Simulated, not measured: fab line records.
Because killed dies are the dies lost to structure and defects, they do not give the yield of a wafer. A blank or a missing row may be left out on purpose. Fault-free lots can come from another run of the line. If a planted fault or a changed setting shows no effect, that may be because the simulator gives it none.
Chamber matching :: flow nand harc :: NHARC_A_STAIRCASE_DESCUM_291 on rie diel-11: 4 sister chambers
The step chemistry O2, time 3 s. 14 wafers are shown with their chamber, then 7 later ones without.

WAFERS PAIRED WITH THEIR CHAMBERS
wafer: L077.1
chamber: 1
showerhead plenum p Torr (Torr): 1.81
oes product au (a.u.): 1.002
throttle valve pct (%): 11.288

wafer: L077.3
chamber: 2
showerhead plenum p Torr (Torr): 1.84
oes product au (a.u.): 1.004
throttle valve pct (%): 11.311

wafer: L077.5
chamber: 2
showerhead plenum p Torr (Torr): 1.84
oes product au (a.u.): 1.020
throttle valve pct (%): 11.306

wafer: L079.1
chamber: 3
showerhead plenum p Torr (Torr): 1.82
oes product au (a.u.): 1.001
throttle valve pct (%): 11.334

wafer: L079.4
chamber: 2
showerhead plenum p Torr (Torr): 1.84
oes product au (a.u.): 1.006
throttle valve pct (%): 11.317

wafer: L079.5
chamber: 1
showerhead plenum p Torr (Torr): 1.81
oes product au (a.u.): 1.005
throttle valve pct (%): 11.315

wafer: L078.2
chamber: 2
showerhead plenum p Torr (Torr): 1.84
oes product au (a.u.): 1.006
throttle valve pct (%): 11.315

wafer: L078.5
chamber: 1
showerhead plenum p Torr (Torr): 1.81
oes product au (a.u.): 1.006
throttle valve pct (%): 11.322

wafer: L078.6
chamber: 0
showerhead plenum p Torr (Torr): 1.96
oes product au (a.u.): 0.981
throttle valve pct (%): 11.305

wafer: L081.2
chamber: 1
showerhead plenum p Torr (Torr): 1.80
oes product au (a.u.): 0.995
throttle valve pct (%): 11.299

wafer: L081.5
chamber: 0
showerhead plenum p Torr (Torr): 1.96
oes product au (a.u.): 0.973
throttle valve pct (%): 11.316

wafer: L081.6
chamber: 1
showerhead plenum p Torr (Torr): 1.80
oes product au (a.u.): 0.985
throttle valve pct (%): 11.315

wafer: L085.2
chamber: 2
showerhead plenum p Torr (Torr): 1.83
oes product au (a.u.): 0.994
throttle valve pct (%): 11.322

wafer: L085.3
chamber: 1
showerhead plenum p Torr (Torr): 1.80
oes product au (a.u.): 1.005
throttle valve pct (%): 11.322

SIGNATURES (averages over the wafers above)
reading: showerhead plenum p Torr
chamber 0: 1.9600
chamber 1: 1.8050
chamber 2: 1.8380
chamber 3: 1.8200
scatter within a chamber: 0.0048

reading: oes product au
chamber 0: 0.97700
chamber 1: 0.99967
chamber 2: 1.00600
chamber 3: 1.00100
scatter within a chamber: 0.00846

reading: throttle valve pct
chamber 0: 11.31050
chamber 1: 11.31017
chamber 2: 11.31420
chamber 3: 11.33400
scatter within a chamber: 0.0107
Rule: a wafer lies at a distance from a chamber equal to the root of the sum of squares, over the readings, of (its reading less the chamber's mean, divided by the reading's scatter). If the next closest chamber is less than 2 further off than the closest, the wafer can't be placed; otherwise it belongs to the closest. The scatter: the root of (the sum of the squares of (reading less its chamber's mean) over the shown wafers, divided by (wafers less chambers)).

WAFERS WHOSE CHAMBER IS MISSING
wafer: L085.4
showerhead plenum p Torr (Torr): 1.95
oes product au (a.u.): 0.990
throttle valve pct (%): 11.300

wafer: L095.1
showerhead plenum p Torr (Torr): 1.81
oes product au (a.u.): 1.001
throttle valve pct (%): 11.310

wafer: L095.3
showerhead plenum p Torr (Torr): 1.95
oes product au (a.u.): 1.002
throttle valve pct (%): 11.291

wafer: L095.5
showerhead plenum p Torr (Torr): 1.95
oes product au (a.u.): 0.997
throttle valve pct (%): 11.322

wafer: L095.2
showerhead plenum p Torr (Torr): 1.79
oes product au (a.u.): 0.987
throttle valve pct (%): 11.316

wafer: L095.4
showerhead plenum p Torr (Torr): 1.82
oes product au (a.u.): 0.995
throttle valve pct (%): 11.315

wafer: L095.6
showerhead plenum p Torr (Torr): 1.81
oes product au (a.u.): 1.012
throttle valve pct (%): 11.322

THE CHAMBER EACH PASSED THROUGH
wafer: L085.4
from the rows above: 0
in truth: 0

wafer: L095.1
from the rows above: 1
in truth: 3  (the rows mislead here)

wafer: L095.3
from the rows above: 0
in truth: 0

wafer: L095.5
from the rows above: 0
in truth: 0

wafer: L095.2
from the rows above: 1
in truth: 1

wafer: L095.4
from the rows above: can't be placed: 3 or 1
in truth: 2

wafer: L095.6
from the rows above: can't be placed: 1 or 3
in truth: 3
Correct placement for 4 of the 7. Not placeable from these rows: 2 (in 1, the candidates include the true chamber). Wrongly placed: 1.
